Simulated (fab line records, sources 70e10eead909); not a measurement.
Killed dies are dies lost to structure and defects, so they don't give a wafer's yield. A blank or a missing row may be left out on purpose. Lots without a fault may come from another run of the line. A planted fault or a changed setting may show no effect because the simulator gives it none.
Which tool did it? | flow nand_harc | 24 lots, 72 wafers sampled, at 4 steps of a route of 1302

WHAT THE GAUGES READ, wafer by wafer
NHARC_A_SGD_CUT_INSPECT_11. Usual: raw_defect_count 56, standard deviation 28.
lot  | measured     | on                | raw_defect_count | flag
L074 | day 19 04:34 | defect_inspect-01 | 15 13 10         |
L075 | day 19 17:52 | defect_inspect-02 | 132 98 97        |
L076 | day 20 02:16 | defect_inspect-01 | 63 76 64         |
L078 | day 20 02:25 | defect_inspect-01 | 12 15 19         |
L077 | day 20 02:34 | defect_inspect-02 | 78 75 67         |
L080 | day 20 22:38 | defect_inspect-02 | 74 70 70         |
L079 | day 20 21:24 | defect_inspect-02 | 60 59 63         |
L081 | day 22 07:11 | defect_inspect-02 | 62 68 76         |
L082 | day 22 06:48 | defect_inspect-02 | 93 104 114       |
L083 | day 23 09:15 | defect_inspect-01 | 65 68 59         |
L084 | day 23 09:01 | defect_inspect-02 | 11 16 17         |
L086 | day 24 05:48 | defect_inspect-02 | 81 86 93         |
L085 | day 24 06:15 | defect_inspect-01 | 23 16 27         |
L087 | day 25 11:30 | defect_inspect-01 | 64 55 70         |
L088 | day 25 14:08 | defect_inspect-02 | 57 47 58         |
L089 | day 25 22:22 | defect_inspect-01 | 92 89 81         |
L090 | day 26 02:33 | defect_inspect-02 | 59 58 58         |
L093 | day 26 16:53 | defect_inspect-01 | 55 66 52         |
L092 | day 26 16:23 | defect_inspect-01 | 55 61 51         |
L091 | day 26 16:42 | defect_inspect-01 | 54 51 58         |
L094 | day 27 23:38 | defect_inspect-02 | 55 64 63         |
L095 | day 28 10:10 | defect_inspect-01 | 32 23 29         |
L096 | day 28 20:27 | defect_inspect-01 | 4 10 6           |
L097 | day 28 20:10 | defect_inspect-01 | 40 69 35         |

WHICH TOOL RAN EACH LOT (tool, then ch and the chambers of the sampled wafers, then the start)
lot  | NHARC_A_STAIRCASE_STRIP_316                   | NHARC_A_STAIRCASE_ALD_415        | NHARC_A_STAIRCASE_CMP_152
L074 | rie_diel-09 ch 0,1, day 17 02:56 or earlier   | ald_hk-02 ch 1,2,3, day 17 02:56 | cmp-04 ch 2,3, day 19 01:59
L075 | rie_diel-13 ch 0,2,3, day 17 15:07 or earlier | ald_hk-04 ch 1,2,3, day 17 15:07 | cmp-04 ch 0,3, day 19 15:22
L076 | rie_diel-13 ch 0,2,3, day 18 00:35 or earlier | ald_hk-01 ch 0,1,3, day 18 00:35 | cmp-02 ch 0,3, day 19 23:35
L078 | rie_diel-06 ch 1,3, day 18 08:25 or earlier   | ald_hk-04 ch 2,3, day 18 08:25   | cmp-04 ch 0,1,3, day 19 23:43
L077 | rie_diel-13 ch 1,2, day 18 11:12 or earlier   | ald_hk-02 ch 0,2, day 18 11:12   | cmp-04 ch 0,3, day 19 23:52
L080 | rie_diel-06 ch 0,1,2, day 18 21:17 or earlier | ald_hk-01 ch 1,2, day 18 21:17   | cmp-03 ch 0,1, day 20 20:01
L079 | rie_diel-06 ch 0,1,3, day 18 23:25 or earlier | ald_hk-02 ch 0,2,3, day 18 23:25 | cmp-03 ch 1,2,3, day 20 18:43
L081 | rie_diel-06 ch 1,2, day 20 07:15 or earlier   | ald_hk-01 ch 0,2, day 20 07:15   | cmp-03 ch 0,1,3, day 22 04:34
L082 | rie_diel-06 ch 0,2,3, day 20 10:56 or earlier | ald_hk-04 ch 1,3, day 20 10:56   | cmp-03 ch 0,1,3, day 22 04:17
L083 | rie_diel-13 ch 0,1, day 21 06:53 or earlier   | ald_hk-02 ch 2,3, day 21 06:53   | cmp-04 ch 2,3, day 23 06:37
L084 | rie_diel-09 ch 0,1,2, day 21 09:03 or earlier | ald_hk-04 ch 0,1, day 21 09:03   | cmp-03 ch 1,2, day 23 06:27
L086 | rie_diel-13 ch 0,1,3, day 22 04:21 or earlier | ald_hk-02 ch 1,2,3, day 22 04:21 | cmp-04 ch 0,1,2, day 24 03:11
L085 | rie_diel-06 ch 0,1, day 22 08:45 or earlier   | ald_hk-04 ch 0,1,3, day 22 08:45 | cmp-02 ch 2,3, day 24 03:19
L087 | rie_diel-13 ch 0,2, day 23 09:14 or earlier   | ald_hk-04 ch 0,1, day 23 09:14   | cmp-03 ch 0,1,3, day 25 08:53
L088 | rie_diel-13 ch 2,3, day 23 11:00 or earlier   | ald_hk-02 ch 0,2,3, day 23 11:00 | cmp-02 ch 0,2, day 25 11:38
L089 | rie_diel-13 ch 0,3, day 23 17:31 or earlier   | ald_hk-02 ch 1,2,3, day 23 17:31 | cmp-03 ch 0,1, day 25 19:38
L090 | rie_diel-13 ch 0,1,2, day 24 03:29 or earlier | ald_hk-02 ch 0,1,2, day 24 03:29 | cmp-02 ch 1,2, day 25 23:51
L093 | rie_diel-13 ch 0,2,3, day 24 12:20 or earlier | ald_hk-01 ch 0,1, day 24 12:20   | cmp-04 ch 0,3, day 26 14:14
L092 | rie_diel-06 ch 0,1,2, day 24 14:08 or earlier | ald_hk-02 ch 0,1,2, day 24 14:08 | cmp-02 ch 0,2,3, day 26 13:41
L091 | rie_diel-13 ch 0,1,3, day 24 15:51 or earlier | ald_hk-01 ch 1,2, day 24 15:51   | cmp-03 ch 0,1,3, day 26 13:58
L094 | rie_diel-13 ch 2,3, day 25 16:55 or earlier   | ald_hk-04 ch 2,3, day 25 16:55   | cmp-04 ch 0,1, day 27 21:01
L095 | rie_diel-06 ch 0,1,2, day 26 05:05 or earlier | ald_hk-02 ch 1,3, day 26 05:05   | cmp-02 ch 0,2, day 28 07:28
L096 | rie_diel-13 ch 0,2, day 26 21:08 or earlier   | ald_hk-01 ch 0,1, day 26 21:08   | cmp-03 ch 1,2,3, day 28 17:39
L097 | rie_diel-09 ch 0,2,3, day 26 22:30 or earlier | ald_hk-01 ch 0,2, day 26 22:30   | cmp-03 ch 1,2,3, day 28 17:23
- NHARC_A_STAIRCASE_STRIP_316: strips in O2.
- NHARC_A_STAIRCASE_ALD_415: deposits SiO2, target thk 30 nm, pulse time 6 s, ald cycles 300.
- NHARC_A_STAIRCASE_CMP_152: polishes.

WHAT THE TOOLS THEMSELVES READ (means of the sampled wafers that have a number; where no wafer has one, the mark that the record gives instead)
NHARC_A_STAIRCASE_STRIP_316. Usual: drypump_motor_current_A 5.6 A, standard deviation 0.53; mfc_ar_sccm 0.014 sccm, standard deviation 0.012; oes_product_au 0.995 a.u., standard deviation 0.01; rf_vpp_V 58.0 V, standard deviation 0.88; showerhead_plenum_p_Torr 3.57 Torr, standard deviation 0.14; throttle_valve_pct 17.036 %, standard deviation 0.01.
lot  | tool        | drypump_motor_current_A (A) | mfc_ar_sccm (sccm) | oes_product_au (a.u.) | rf_vpp_V (V) | showerhead_plenum_p_Torr (Torr) | throttle_valve_pct (%) | flag
L074 | rie_diel-09 | 5.5                         | 0.002              | 1.016                 | 59.4         | 3.71                            | 17.037                 |
L075 | rie_diel-13 | 5.5                         | 0.023              | 0.997                 | 58.0         | 3.58                            | 17.035                 |
L076 | rie_diel-13 | 5.5                         | 0.023              | 0.995                 | 58.1         | 3.58                            | 17.029                 |
L078 | rie_diel-06 | 6.1                         | 0.011              | 0.999                 | 57.7         | 3.55                            | 17.036                 |
L077 | rie_diel-13 | 5.3                         | 0.022              | 0.994                 | 57.6         | 3.60                            | 17.034                 |
L080 | rie_diel-06 | 5.7                         | 0.000              | 0.995                 | 58.3         | 3.63                            | 17.046                 |
L079 | rie_diel-06 | 6.1                         | 0.011              | 0.998                 | 58.6         | 3.53                            | 17.031                 |
L081 | rie_diel-06 | 5.7                         | 0.000              | 0.988                 | 58.1         | 3.65                            | 17.031                 |
L082 | rie_diel-06 | 5.8                         | 0.011              | 0.991                 | 57.4         | 3.58                            | 17.024                 |
L083 | rie_diel-13 | 5.2                         | 0.020              | 0.990                 | 57.7         | 3.67                            | 17.046                 |
L084 | rie_diel-09 | 5.7                         | 0.008              | 1.011                 | 58.0         | 3.59                            | 17.031                 |
L086 | rie_diel-13 | 5.6                         | 0.018              | 0.989                 | 58.6         | 3.54                            | 17.031                 |
L085 | rie_diel-06 | 5.9                         | 0.000              | 1.000                 | 57.9         | 3.55                            | 17.033                 |
L087 | rie_diel-13 | 5.1                         | 0.028              | 0.991                 | 58.6         | 3.65                            | 17.031                 |
L088 | rie_diel-13 | 5.5                         | 0.026              | 0.998                 | 58.6         | 3.53                            | 17.043                 |
L089 | rie_diel-13 | 6.0                         | 0.017              | 0.997                 | 58.0         | 3.46                            | 17.033                 |
L090 | rie_diel-13 | 5.2                         | 0.023              | 0.989                 | 58.3         | 3.63                            | 17.034                 |
L093 | rie_diel-13 | 5.5                         | 0.023              | 0.993                 | 57.9         | 3.55                            | 17.039                 |
L092 | rie_diel-06 | 5.7                         | 0.000              | 1.007                 | 58.8         | 3.61                            | 17.039                 |
L091 | rie_diel-13 | 5.6                         | 0.018              | 0.987                 | 58.1         | 3.53                            | 17.045                 |
L094 | rie_diel-13 | 5.5                         | 0.026              | 0.983                 | 58.5         | 3.52                            | 17.043                 |
L095 | rie_diel-06 | 5.6                         | 0.000              | 0.998                 | 57.5         | 3.60                            | 17.029                 |
L096 | rie_diel-13 | 5.1                         | 0.025              | 0.991                 | 58.2         | 3.66                            | 17.036                 |
L097 | rie_diel-09 | 5.7                         | 0.008              | 1.004                 | 57.5         | 3.58                            | 17.035                 |

NHARC_A_STAIRCASE_ALD_415. Usual: heater_power_w 461 W, standard deviation 49; precursor_pulse_height_rel 0.998, standard deviation 0.021.
lot  | tool      | heater_power_w (W) | precursor_pulse_height_rel | flag
L074 | ald_hk-02 | 460                | 0.980                      |
L075 | ald_hk-04 | 464                | 1.009                      |
L076 | ald_hk-01 | 444                | 0.981                      |
L078 | ald_hk-04 | 465                | 0.988                      |
L077 | ald_hk-02 | 500                | 1.006                      |
L080 | ald_hk-01 | 481                | 0.988                      |
L079 | ald_hk-02 | 478                | 0.981                      |
L081 | ald_hk-01 | 433                | 0.999                      |
L082 | ald_hk-04 | 473                | 0.995                      |
L083 | ald_hk-02 | 418                | 1.003                      |
L084 | ald_hk-04 | 476                | 0.997                      |
L086 | ald_hk-02 | 460                | 1.002                      |
L085 | ald_hk-04 | 481                | 0.988                      |
L087 | ald_hk-04 | 467                | 0.995                      |
L088 | ald_hk-02 | 470                | 1.000                      |
L089 | ald_hk-02 | 443                | 0.994                      |
L090 | ald_hk-02 | 473                | 1.002                      |
L093 | ald_hk-01 | 465                | 1.005                      |
L092 | ald_hk-02 | 473                | 0.983                      |
L091 | ald_hk-01 | 484                | 1.005                      |
L094 | ald_hk-04 | 448                | 1.005                      |
L095 | ald_hk-02 | 478                | 1.013                      |
L096 | ald_hk-01 | 483                | 0.977                      |
L097 | ald_hk-01 | 446                | 0.981                      |

NHARC_A_STAIRCASE_CMP_152. Usual: motor_current_A 11.6 A, standard deviation 1.
lot  | tool   | motor_current_A (A) | flag
L074 | cmp-04 | 12.0                |
L075 | cmp-04 | 12.7                |
L076 | cmp-02 | 11.3                |
L078 | cmp-04 | 11.9                |
L077 | cmp-04 | 12.6                |
L080 | cmp-03 | 10.7                |
L079 | cmp-03 | 11.5                |
L081 | cmp-03 | 10.9                |
L082 | cmp-03 | 10.8                |
L083 | cmp-04 | 12.0                |
L084 | cmp-03 | 12.1                |
L086 | cmp-04 | 12.2                |
L085 | cmp-02 | 10.8                |
L087 | cmp-03 | 11.0                |
L088 | cmp-02 | 10.9                |
L089 | cmp-03 | 10.9                |
L090 | cmp-02 | 12.0                |
L093 | cmp-04 | 12.8                |
L092 | cmp-02 | 11.4                |
L091 | cmp-03 | 10.6                |
L094 | cmp-04 | 12.3                |
L095 | cmp-02 | 11.5                |
L096 | cmp-03 | 11.2                |
L097 | cmp-03 | 11.7                |

THE ANSWER, worked out from the rows above alone
Rule: a lot is off if the mean of its wafers that have a number lies more than 3 standard deviations from the usual mean. A lot without any number at a reading at which 4 lots or more have one is off too. The other lots that the step has rows for count as sound. The gauges are gone through in route order, then the tools' own readings, and for those a lot's mean is taken as printed above. The first step at which some lot is off is used, and at that step the reading that is off furthest; a lot without a number counts as furthest.
No lot is off at any reading shown: from this, nothing can be told.

WHAT THE SIMULATOR HAD PUT IN
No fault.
